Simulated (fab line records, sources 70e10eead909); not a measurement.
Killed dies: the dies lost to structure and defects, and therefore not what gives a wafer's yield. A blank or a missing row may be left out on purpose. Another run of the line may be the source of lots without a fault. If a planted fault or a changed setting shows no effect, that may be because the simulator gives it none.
Check of tool commonality -- flow nand-harc -- Lots sampled 11, wafers sampled 31

## WHY THIS WAS OPENED
On 2 of the 11 lots, a flag is raised at NHARC_A_ONON_D1_THK_MEAS_18 on the reading thk-nm. No-fault wafers: 1001 nm, standard deviation 11.
Rule: a lot gets a flag if all its wafers with a number sit over 4 standard deviations from that mean, or if no wafer of it has a number. The other lots count as sound.

lot,measured,on,"thk-nm (nm), wafer by wafer",flag
L647,day 8 02:47,film-metro-02,997 997 997,
L646,day 8 02:48,film-metro-01,999 1000 998,
L649,day 8 15:37,film-metro-01,1015 1015 1016,
L648,day 8 15:38,film-metro-02,1022 1021 1021,
L650,day 8 15:38,film-metro-01,987 990 987,
L651,day 9 01:23,film-metro-01,990 992 993,
L659,day 11 03:50,film-metro-01,1814 1814,FLAGGED
L658,day 11 04:13,film-metro-01,1810 1811,FLAGGED
L662,day 12 00:29,film-metro-02,996 997 996,
L665,day 12 21:37,film-metro-02,1003 1004 1004,
L668,day 13 06:29,film-metro-02,998 998 997,
Average over the flagged lots: 1812 nm; offset from the usual +811 nm, equal to +74 standard deviations.

## EACH LOT AND THE TOOL IT RAN ON
The record holds 1 process step before the reading, out of a route of 1159 steps. Read each cell as the tool, then ch plus the chambers that the sampled wafers visited, then the start.
lot,flag,NHARC_A_ONON_D1_DEP_16
L647,,"pecvd-onon-04 ch 0, day 8 02:17"
L646,,"pecvd-onon-02 ch 0, day 8 02:17"
L649,,"pecvd-onon-03 ch 0, day 8 15:06"
L648,,"pecvd-onon-02 ch 0, day 8 15:07"
L650,,"pecvd-onon-04 ch 0, day 8 15:06"
L651,,"pecvd-onon-04 ch 0, day 9 00:56"
L659,FLAGGED,"pecvd-onon-03 ch 0, day 11 03:20"
L658,FLAGGED,"pecvd-onon-03 ch 0, day 11 03:41"
L662,,"pecvd-onon-04 ch 0, day 11 23:59"
L665,,"pecvd-onon-02 ch 0, day 12 21:11"
L668,,"pecvd-onon-04 ch 0, day 13 05:58"
What these steps do:
- NHARC_A_ONON_D1_DEP_16: target thk 1000 nm.
- NHARC_A_ONON_D1_THK_MEAS_18: measures by ellipsometry.

## FLAGGED AGAINST TOTAL, ONE TOOL AT A TIME (gauges that did the reading follow at the end)
step,tool,lots run,flagged,share of the flagged lots,sound lots run after its first flagged lot
NHARC_A_ONON_D1_DEP_16,pecvd-onon-02,3,0,none,-
NHARC_A_ONON_D1_DEP_16,pecvd-onon-03,3,2,all,0
NHARC_A_ONON_D1_DEP_16,pecvd-onon-04,5,0,none,-
NHARC_A_ONON_D1_THK_MEAS_18,film-metro-01,6,2,all,0
NHARC_A_ONON_D1_THK_MEAS_18,film-metro-02,5,0,none,-

## THE TABLE: WHAT IT ALLOWS
Rows of the table that ran all the flagged lots, 2 in number: pecvd-onon-03 at NHARC_A_ONON_D1_DEP_16; film-metro-01 at NHARC_A_ONON_D1_THK_MEAS_18.
- pecvd-onon-03 at NHARC_A_ONON_D1_DEP_16: 2 of its 3 lots flagged. A fault beginning between L649 (day 8 15:06), its last sound lot, and L659 (day 11 03:20), its first flagged one, fits the data.
- film-metro-01 at NHARC_A_ONON_D1_THK_MEAS_18: 2 of its 6 lots flagged. A fault beginning between L651 (day 9 01:23), its last sound lot, and L659 (day 11 03:50), its first flagged one, fits the data.
Because each of these 2 tools fits a fault that began at some hour, counting lots does not separate them. More lots, or a look at what each step does to the wafer, might.

## WHAT WAS PUT IN BY THE SIMULATOR
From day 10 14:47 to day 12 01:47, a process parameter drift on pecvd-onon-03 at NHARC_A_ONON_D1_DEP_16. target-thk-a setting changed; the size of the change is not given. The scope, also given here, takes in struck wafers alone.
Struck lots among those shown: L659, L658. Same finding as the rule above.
